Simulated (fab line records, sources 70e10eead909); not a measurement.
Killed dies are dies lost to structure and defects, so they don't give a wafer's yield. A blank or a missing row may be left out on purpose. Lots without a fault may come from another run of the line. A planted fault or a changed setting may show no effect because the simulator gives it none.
Chamber matching | flow nand_harc | NHARC_A_STAIRCASE_TRIM_196 on rie_diel-12: 4 sister chambers
The step chemistry O2, time 211.2 s. 8 wafers are shown with their chamber, then 9 later ones without.

WAFERS WITH THEIR CHAMBER
wafer  | chamber | drypump_motor_current_A (A) | showerhead_plenum_p_Torr (Torr)
L081.4 | 0       | 6.6                         | 3.36
L082.6 | 1       | 5.2                         | 3.45
L089.4 | 3       | 5.7                         | 3.39
L089.5 | 2       | 6.1                         | 3.34
L089.6 | 3       | 5.7                         | 3.39
L090.1 | 0       | 6.6                         | 3.34
L090.4 | 1       | 5.1                         | 3.44
L090.6 | 2       | 6.0                         | 3.34

WAFERS WITHOUT THEIR CHAMBER
wafer  | drypump_motor_current_A (A) | showerhead_plenum_p_Torr (Torr)
L092.3 | 5.8                         | 3.39
L092.4 | 5.1                         | 3.43
L092.5 | 5.1                         | 3.43
L095.3 | 6.1                         | 3.33
L095.5 | 6.6                         | 3.33
L095.6 | 5.8                         | 3.38
L097.3 | 6.6                         | 3.33
L097.5 | 6.6                         | 3.33
L097.6 | 5.8                         | 3.38

WHICH CHAMBER EACH WENT THROUGH
wafer  | from the rows above | in truth
L092.3 | 3                   | 3
L092.4 | 1                   | 1
L092.5 | 1                   | 1
L095.3 | 2                   | 2
L095.5 | 0                   | 0
L095.6 | 3                   | 3
L097.3 | 0                   | 0
L097.5 | 0                   | 0
L097.6 | 3                   | 3
Placed correctly: 9 of 9. Can't be placed from these rows: 0. Placed wrongly: 0.
How it was worked out, from the rows above alone: a wafer's distance from a chamber is the root of the sum, over the readings, of the square of ((its reading less the chamber's mean) divided by the reading's scatter). The wafer belongs to the nearest chamber; if the next one is less than 2 further off, it can't be placed. A chamber's mean is the mean of its shown wafers. The scatter: the root of (the sum of the squares of (reading less its chamber's mean) over the shown wafers, divided by (wafers less chambers)).
